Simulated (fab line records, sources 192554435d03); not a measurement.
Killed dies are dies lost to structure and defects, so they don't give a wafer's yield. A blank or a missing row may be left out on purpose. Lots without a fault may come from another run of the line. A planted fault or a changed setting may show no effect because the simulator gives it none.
Chamber matching | flow n5_finfet | N5_BEOL_M11_ALD_74 on ald_metal-04: 4 sister chambers
The step deposits TaN, target thk 2 nm, pulse time 2 s, purge time 3 s. 4 wafers are shown with their chamber, then 7 later ones without.

WAFERS WITH THEIR CHAMBER
wafer  | chamber | heater_power_w (W)
L083.3 | 0       | 367
L086.4 | 1       | 405
L085.3 | 3       | 452
L085.4 | 2       | 393

WAFERS WITHOUT THEIR CHAMBER
wafer  | heater_power_w (W)
L085.5 | 453
L088.2 | 361
L088.4 | 398
L088.5 | 362
L095.2 | 372
L095.3 | 355
L095.5 | 387

WHICH CHAMBER EACH WENT THROUGH
wafer  | from the rows above     | in truth
L085.5 | 3                       | 3
L088.2 | 0                       | 0
L088.4 | can't be placed: 2 or 1 | 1
L088.5 | 0                       | 0
L095.2 | 0                       | 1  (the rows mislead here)
L095.3 | 0                       | 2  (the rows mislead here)
L095.5 | can't be placed: 2 or 1 | 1
Placed correctly: 3 of 7. Can't be placed from these rows: 2 (the true chamber is among the candidates in 2). Placed wrongly: 2.
How it was worked out, from the rows above alone: a wafer's distance from a chamber is the root of the sum, over the readings, of the square of ((its reading less the chamber's mean) divided by the reading's scatter). The wafer belongs to the nearest chamber; if the next one is less than 2 further off, it can't be placed. A chamber's mean is the mean of its shown wafers. The scatter: with one shown wafer a chamber, the root of the mean of the squares of how far each hidden wafer lies from its nearest shown one.
